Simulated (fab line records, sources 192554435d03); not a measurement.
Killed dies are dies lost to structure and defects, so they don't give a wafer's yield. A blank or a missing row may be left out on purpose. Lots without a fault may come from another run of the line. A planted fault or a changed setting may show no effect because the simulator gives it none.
fab line records | flow n5_finfet
record lots=9 wafers=27 last_day=18
route steps=1938 shown BEOL_M1@830 BEOL_M2@846 BEOL_M4@1111 PASSIVATION@1936
lots that met no fault: from a run of the same line without faults
start_h: hours from the record's first day to the start of the lot's first wafer shown | wait_h: hours since the lot's step before | " the same as in the row above | L1.1+2: a row that stands for several wafers | - no value, or no start given | * or withheld: withheld | < > ~ a bound
route shown NAME@n: a module of which the file shows steps, and the number in the route of the first | usual: mean/standard deviation of fault-free wafers | same: alike in all rows | chamber/n: place in a boat | sites: the reading at each site | _std_site: their standard deviation | _edge_site: outer sites' mean less inner sites' | radius_mm: how far each site lies from the wafer's centre | mask NAME#n: copy n | behind: the tool/chamber that last shaped the wafer | hold: why the lot was held/for how many hours/how that ended | device: the transistor (n, p or np) that didn't switch | end of line: the same wafers' tests at the end of the route | a step without rows: its recipe alone | killed: dies lost to structure and defects at the first sort, not the wafer's yield | map: a wafer's dies, x killed, . not, _ none there
set.NAME: the setting as run; set.NAME@STEP: as run at that earlier step | model.NAME: the simulator's own value behind a step, which no gauge read
steps of the route over a sample of lots; a table a step, a row a wafer
services: from which hour (start_h, from the record's first day; less than 0 if before it) a tool's chamber was out of use, for how many hours, and why
## steps
# step N5_BEOL_M1_SPUTTER_96
# recipe material=Cu target_thk_a=45 temp_c=-20 chamber_pressure_pa=0.07 power_w=withheld time_s=8.29
# usual substrate_temp_c=-20.00/0.11 throttle_valve_pct=30.0/1.3
# columns lot.wafer tool chamber start_h wait_h substrate_temp_c throttle_valve_pct
L107.1 pvd_sputter-02 - 134.73 0.1 -19.93 28.4
L107.3 " - " " -19.95 31.1
L107.6 " - " " -19.86 28.6
L108.1 pvd_sputter-01 - 143.81 0.1 -20.04 29.7
L108.4 " - " " -19.86 30.5
L108.5 " - " " -19.94 30.0
L110.1 pvd_sputter-03 - 162.03 0.1 -19.88 31.9
L110.2 " - " " -20.09 28.6
L110.4 " - " " -20.03 31.0
L112.1 pvd_sputter-03 - 166.00 0.1 -20.17 31.9
L112.3 " - " " -19.85 31.1
L112.5 " - " " -19.81 30.9
L121.1 pvd_sputter-01 - 212.73 0.1 -20.01 29.1
L121.5 " - " " -20.09 29.7
L121.6 " - " " -19.91 29.4
L124.4 pvd_sputter-03 - 236.18 0.1 -19.87 27.5
L124.5 " - " " -20.01 31.8
L124.6 " - " " -19.90 28.6
L129.1 pvd_sputter-02 - 265.05 0.1 -20.23 29.0
L129.4 " - " " -19.97 28.5
L129.5 " - " " -20.01 28.4
L127.1 pvd_sputter-03 - 270.67 0.1 -19.80 28.6
L127.3 " - " " -20.26 31.7
L127.6 " - " " -20.00 28.7
L130.1 pvd_sputter-03 - 274.53 0.1 -20.09 27.7
L130.4 " - " " -20.04 31.7
L130.6 " - " " -20.20 32.1
# step N5_BEOL_M1_PRE_CLEAN_60
# recipe gas=NH3/H2 time_s=15 temp_c=* rf_power_w=300
# usual heater_power_outer_w=17/5.4 heater_power_w=83/18
# columns lot.wafer tool chamber start_h wait_h heater_power_outer_w heater_power_w
L107.1 cvd_co-01 2 135.59 0.0 7 51
L107.3 " 0 " " 22 103
L107.6 " 2 " " 7 50
L108.1 cvd_co-01 1 144.64 0.0 19 91
L108.4 " 0 " " 23 102
L108.5 " 1 " " 20 89
L110.1 cvd_co-02 2 163.00 0.0 16 74
L110.2 " 1 " " 20 97
L110.4 " 0 " " 16 85
L112.1 cvd_co-01 2 166.84 0.0 7 51
L112.3 " 0 " " 23 101
L112.5 " 1 " " 20 89
L121.1 cvd_co-02 1 213.55 0.0 20 95
L121.5 " 1 " " 20 97
L121.6 " 2 " " 16 76
L124.4 cvd_co-02 0 237.04 0.1 17 86
L124.5 " 1 " " 19 95
L124.6 " 2 " " 16 75
L129.1 cvd_co-01 1 265.88 0.0 20 90
L129.4 " 0 " " 23 104
L129.5 " 2 " " 7 51
L127.1 cvd_co-01 2 271.50 0.0 7 51
L127.3 " 0 " " 23 102
L127.6 " 0 " " 23 103
L130.1 cvd_co-02 1 275.36 0.0 20 97
L130.4 " 1 " " 20 94
L130.6 " 2 " " 16 77
# step N5_BEOL_M1_CO_CAP_55
# recipe material=Co target_thk_a=20 temp_c=200 precursor=CCTBA/H2 pressure_torr=30 time_s=102.1
# usual heater_power_outer_w=119/7 heater_power_w=233/23
# columns lot.wafer tool chamber start_h wait_h heater_power_outer_w heater_power_w
L107.1 cvd_co-01 2 135.65 0.0 105 197
L107.3 " 0 " " 124 255
L107.6 " 2 " " 106 196
L108.1 cvd_co-01 1 144.68 0.0 122 240
L108.4 " 0 " " 127 257
L108.5 " 1 " " 122 239
L110.1 cvd_co-02 2 163.04 0.0 117 225
L110.2 " 1 " " 121 251
L110.4 " 0 " " 118 232
L112.1 cvd_co-01 2 166.88 0.0 107 189
L112.3 " 0 " " 128 254
L112.5 " 1 " " 119 247
L121.1 cvd_co-02 1 213.59 0.0 122 242
L121.5 " 1 " " 123 251
L121.6 " 2 " " 120 233
L124.4 cvd_co-02 0 237.10 0.0 119 238
L124.5 " 1 " " 120 247
L124.6 " 2 " " 118 226
L129.1 cvd_co-01 1 265.92 0.0 125 242
L129.4 " 0 " " 125 258
L129.5 " 2 " " 110 194
L127.1 cvd_co-01 2 271.54 0.0 109 193
L127.3 " 0 " " 126 255
L127.6 " 0 " " 123 261
L130.1 cvd_co-02 1 275.40 0.0 124 244
L130.4 " 1 " " 123 248
L130.6 " 2 " " 116 229
# step N5_BEOL_M2_COAT_62
# recipe resist=SiARC temp_c=220 time_s=60 spin_rpm=1500 resist_thk_nm=12
# usual spin_speed_rpm=1499.8/1
# columns lot.wafer tool chamber start_h wait_h spin_speed_rpm
L107.1 litho_track-04 0 137.76 - 1499.8
L107.3 " 0 " " 1499.5
L107.6 " 0 " " 1500.8
L108.1 litho_track-04 0 145.87 - 1498.8
L108.4 " 0 " " 1499.8
L108.5 " 0 " " 1499.4
L110.1 litho_track-03 0 163.84 - 1501.1
L110.2 " 0 " " 1499.2
L110.4 " 0 " " 1501.4
L112.1 litho_track-02 0 169.31 - 1499.2
L112.3 " 0 " " 1498.6
L112.5 " 0 " " 1501.1
L121.1 litho_track-04 0 217.36 - 2086.2
L121.5 " 0 " " 2084.4
L121.6 " 0 " " 2086.6
L124.4 litho_track-04 0 240.03 - 2085.6
L124.5 " 0 " " 2086.6
L124.6 " 0 " " 2085.6
L129.1 litho_track-03 0 267.24 - 1500.2
L129.4 " 0 " " 1498.5
L129.5 " 0 " " 1499.7
L127.1 litho_track-03 0 272.24 - 1496.5
L127.3 " 0 " " 1500.7
L127.6 " 0 " " 1500.0
L130.1 litho_track-03 0 276.46 - 1500.3
L130.4 " 0 " " 1499.6
L130.6 " 0 " " 1500.1
# step N5_BEOL_M2_ETCH_63
# recipe chemistry=CF4 target=SiARC target_depth_a=156 mask_material=CAR-EUV time_s=26 ion_energy_ev=80 pressure_mtorr=40 source_w=545 bias_w=36 Ar_flow_sccm=100 cf4_flow_sccm=100 ends=cleared
# usual chamber_pressure_mTorr=40.00/0.032 drypump_motor_current_A=5.7/0.42 etch_rf_on_time_s=26.0/0.64 oes_product_au=0.66/0.074 rf_vpp_V=184.1/1.4 showerhead_plenum_p_Torr=2.14/0.092 throttle_valve_pct=15.70/0.2
# columns lot.wafer tool chamber start_h wait_h chamber_pressure_mTorr drypump_motor_current_A etch_rf_on_time_s oes_product_au rf_hours_counter_h rf_vpp_V showerhead_plenum_p_Torr throttle_valve_pct
L107.1 rie_diel-06 3 138.71 0.0 40.04 5.7 26.3 0.68 117 185.7 2.25 15.68
L107.3 " 1 " " 39.99 5.8 25.2 0.63 223 182.9 2.14 16.00
L107.6 " 0 " " 39.97 6.0 27.0 0.66 - 184.2 2.23 15.55
L108.1 rie_diel-01 1 146.46 0.0 40.04 6.1 26.7 0.62 182 183.9 2.14 15.90
L108.4 " 3 " " 40.02 5.3 26.4 0.62 205 184.8 2.12 15.63
L108.5 " 1 " " 40.02 6.1 26.9 0.61 - 184.4 2.14 15.92
L110.1 rie_diel-01 2 164.30 0.0 39.98 6.4 25.7 0.59 223 185.0 2.19 15.63
L110.2 " 3 " " 39.98 5.3 26.3 0.62 211 184.9 2.12 15.65
L110.4 " 0 " " 39.97 5.5 26.3 0.68 75 184.7 2.16 15.36
L112.1 rie_diel-06 1 169.92 0.0 40.01 5.7 25.5 0.62 236 184.1 2.13 16.03
L112.3 " 0 " " 40.01 6.1 27.1 0.65 141 185.8 2.22 15.57
L112.5 " 2 " " 40.03 5.6 25.3 0.61 - 182.8 2.04 15.67
L121.1 rie_diel-05 0 217.93 0.0 40.00 5.3 22.4 0.63 172 181.2 1.97 15.86
L121.5 " 1 " " 39.97 6.6 21.3 0.80 - 185.8 2.28 15.68
L121.6 " 0 " " 40.00 5.3 22.2 0.63 - 181.4 1.97 15.87
L124.4 rie_diel-06 1 240.61 0.0 39.98 5.8 21.1 0.82 5 183.2 2.13 15.54
L124.5 " 0 " " 39.95 6.0 22.6 0.63 - 185.3 2.21 15.63
L124.6 " 3 " " 40.06 5.7 21.8 0.67 - 185.5 2.23 15.75
L129.1 rie_diel-01 0 267.92 0.0 39.99 5.5 26.2 0.65 117 183.2 2.14 15.43
L129.4 " 1 " " 39.97 6.1 26.9 0.59 - 183.7 2.12 16.00
L129.5 " 2 " " 39.96 6.4 25.1 0.83 - 184.6 2.18 15.18
L127.1 rie_diel-05 0 272.81 0.0 39.99 5.3 26.3 0.62 192 181.5 1.96 15.92
L127.3 " 2 " " 40.07 5.5 25.9 0.79 16 184.9 2.28 15.25
L127.6 " 1 " " 40.05 6.6 25.0 0.78 - 185.2 2.28 15.69
L130.1 rie_diel-05 0 276.90 0.0 40.05 5.3 26.5 0.62 193 181.1 1.96 15.91
L130.4 " 1 " " 40.04 6.6 25.3 0.77 44 186.2 2.28 15.71
L130.6 " 3 " " 39.98 5.1 26.7 0.59 - 183.4 2.12 15.77
# step N5_BEOL_M4_RC_MEAS_101
# usual DIBL_N=35.9/1.4 DIBL_P=35.9/1.7 IOFF_N=0.160/0.026 IOFF_P=0.21/0.036 ION_N=672/11 ION_P=461/8.1 SS_N=71.4/0.54 SS_P=73.2/0.67 VT_N=249.3/2.7 VT_P=-250/3.9
# columns lot.wafer tool chamber start_h wait_h DIBL_N[mV/V] DIBL_P[mV/V] IOFF_N[nA/um] IOFF_P[nA/um] ION_N[uA/um] ION_P[uA/um] SS_N[mV/dec] SS_P[mV/dec] VT_N[mV] VT_P[mV]
L107.1 prober-01 0 161.63 0.0 35.5 35.6 0.172 0.26 685 473 71.3 73.5 250.0 -243
L107.3 " 0 " " 34.1 33.7 0.148 0.23 678 478 71.3 73.0 248.9 -246
L107.6 " 0 " " 34.8 34.4 0.159 0.24 681 474 71.0 72.9 248.9 -244
L108.1 prober-01 0 172.90 0.0 34.3 33.6 0.129 0.19 660 462 71.6 72.8 250.5 -248
L108.4 " 0 " " 38.8 39.7 0.233 0.29 687 468 72.8 74.8 243.2 -244
L108.5 " 0 " " 36.5 35.2 0.155 0.22 672 457 72.1 73.3 251.0 -247
L110.1 prober-02 0 196.80 0.0 36.3 36.2 0.161 0.22 674 462 71.1 74.1 249.6 -247
L110.2 " 0 " " 38.0 39.1 0.208 0.28 682 465 72.0 73.7 246.3 -248
L110.4 " 0 " " 36.7 35.7 0.169 0.21 674 454 71.8 73.2 250.4 -247
L112.1 prober-01 0 206.52 0.0 37.4 35.6 0.178 0.20 674 456 71.8 73.3 247.8 -255
L112.3 " 0 " " 37.1 36.0 0.178 0.21 686 458 71.6 73.6 249.2 -253
L112.5 " 0 " " 35.0 33.4 0.136 0.16 664 448 71.7 72.4 253.0 -255
L121.1 prober-01 0 254.42 0.0 35.7 36.0 0.171 0.24 692 476 71.6 72.6 245.1 -247
L121.5 " 0 " " 35.4 35.7 0.163 0.23 673 466 71.1 72.9 247.9 -244
L121.6 " 0 " " 36.0 36.0 0.169 0.24 684 470 72.0 72.7 247.9 -246
L124.4 prober-02 0 261.40 0.5 37.7 38.0 0.194 0.29 690 478 71.5 73.4 245.4 -244
L124.5 " 0 " " 38.6 38.5 0.223 0.30 675 467 71.7 74.1 243.9 -244
L124.6 " 0 " " 36.4 36.7 0.178 0.26 681 474 71.2 72.9 244.9 -244
L127.1 prober-02 0 309.35 0.0 36.1 34.4 0.142 0.15 664 450 70.9 72.8 249.5 -258
L127.3 " 0 " " 37.1 36.0 0.142 0.17 643 441 71.9 73.1 253.3 -254
L127.6 " 0 " " 37.0 36.6 0.158 0.18 674 450 71.8 73.2 248.2 -255
L129.1 prober-01 0 309.69 0.0 36.2 37.0 0.186 0.23 670 458 72.1 73.9 245.1 -248
L129.4 " 0 " " 35.4 37.1 0.171 0.22 690 465 71.6 74.4 248.0 -250
L129.5 " 0 " " 34.2 34.5 0.136 0.18 660 451 71.1 72.8 251.7 -253
L130.1 prober-02 0 316.26 0.0 36.1 36.2 0.149 0.18 665 456 71.0 72.9 252.6 -253
L130.4 " 0 " " 35.0 35.4 0.136 0.17 678 459 70.9 73.7 253.1 -255
L130.6 " 0 " " 38.2 39.4 0.190 0.24 675 462 71.5 74.2 249.5 -248
# step N5_PASSIVATION_PROBE_49
# usual defect_limited_yield=90.9/1.5 killed_at_M0_to_M3=35/10 killed_at_M4_up=14/5.2 killed_at_contacts=13/7.3 killed_at_front_end=42/12 killed_at_other=3.4/2.5 killed_dies=108/18 killed_open=70/13 killed_short=35/8 sort_bin_4_leakage=0.00/0.007 sort_bin_5_function=5.4/1 sort_bin_6_memory=3.4/0.71 sort_bin_8_speed=0.00/0.0099 sort_n_pass=1072/18 sort_yield_pct=90.9/1.5
# same gross_dies=1180 killed_at_back_side=0
# columns lot.wafer tool chamber start_h wait_h defect_limited_yield[%] killed_at_M0_to_M3 killed_at_M4_up killed_at_contacts killed_at_front_end killed_at_other killed_dies killed_open killed_short sort_bin_4_leakage[%] sort_bin_5_function[%] sort_bin_6_memory[%] sort_bin_8_speed[%] sort_n_pass sort_yield_pct[%]
L110.1 prober-02 - 294.98 0.0 91.2 61 15 7 21 0 104 62 40 0 5.2 3.3 0 1076 91.2
L110.2 prober-02 - 295.03 0.1 91.6 35 11 11 37 5 99 57 37 0 5.3 2.5 0 1081 91.6
L110.4 prober-02 - 295.13 0.2 93.2 23 18 3 36 0 80 61 15 0 4.1 2.6 0 1100 93.2
# killed by level:class
L110.1 BEOL_M0_SAQP:geometric_particle:short=21 BEOL_M0_SAQP:geometric_particle:open=17 BEOL_M2:geometric_particle:open=11 MOL_CONTACT_COAG:geometric_particle:open=7 GATE_CUT:geometric_particle:open=5 BEOL_M4:geometric_particle:open=5 FIN_SAQP:geometric_particle:short=4 BEOL_M2:geometric_particle:short=4
L110.2 BEOL_M0_SAQP:geometric_particle:short=13 BEOL_M0_SAQP:geometric_particle:open=9 MOL_CONTACT_COAG:geometric_particle:open=8 FIN_SAQP:geometric_particle:open=7 FIN_SAQP:geometric_particle:short=6 GATE_CUT:geometric_particle:open=5 GATE_CUT:geometric_particle:short=5 STI_FIN_REVEAL:geometric_particle:open=4
L110.4 FIN_SAQP:geometric_particle:open=11 BEOL_M0_SAQP:geometric_particle:open=8 BEOL_M4:geometric_particle:open=8 STI_FIN_REVEAL:geometric_particle:open=5 BEOL_M2:geometric_particle:open=5 STARTING-WAFER:geometric_particle:open=5 FIN_SAQP:geometric_particle:short=4 DUMMY_GATE:geometric_particle:open=4
## services
# columns tool chamber start_h hours kind
cvd_co-01 1 114.76 - clean
cvd_co-01 1 114.76 22.0 scheduled_down
cvd_co-01 1 114.76 22.0 vent_cycle
rie_diel-06 2 130.51 8.3 repair
pvd_sputter-03 - 134.43 3.8 repair
cvd_co-02 - 138.31 0.3 repair
pvd_sputter-02 - 138.49 1.9 repair
rie_diel-05 1 139.24 - clean
rie_diel-05 1 139.24 - consumable_replace:focus_ring
rie_diel-05 1 139.24 - consumable_replace:showerhead
rie_diel-05 1 139.24 12.1 scheduled_down
rie_diel-05 1 139.24 12.1 vent_cycle
pvd_sputter-03 - 149.97 2.2 repair
rie_diel-06 3 159.99 6.8 repair
cvd_co-02 - 179.76 2.8 pm
rie_diel-05 2 204.27 - clean
rie_diel-05 2 204.27 - consumable_replace:focus_ring
rie_diel-05 2 204.27 - consumable_replace:showerhead
rie_diel-05 2 204.27 26.8 scheduled_down
cvd_co-02 - 215.16 6.9 pm
cvd_co-01 0 215.84 2.9 repair
rie_diel-05 1 221.26 6.6 repair
cvd_co-02 - 228.18 3.4 repair
rie_diel-01 2 252.91 7.8 repair
## key
first_sign step=N5_BEOL_M2_COAT_62 reading=spin_speed_rpm direction=up sigmas=99+ usual=* struck=*
effect step=N5_BEOL_M2_ETCH_63 reading=etch_rf_on_time_s direction=down sigmas=6.5 usual=* struck=*
met_at N5_BEOL_M2_COAT_62
struck_lots L121,L124
not_acting_at N5_BEOL_M1_SPUTTER_96,N5_BEOL_M1_PRE_CLEAN_60,N5_BEOL_M1_CO_CAP_55
onset_between 145.87 217.36
fault kind=process_parameter_drift tool=litho_track-04 chamber=- onset_h=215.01 steps=N5_BEOL_M2_COAT_62 channel=spin_rpm offset=* shape=step end_h=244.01 acts_in=* stated=*
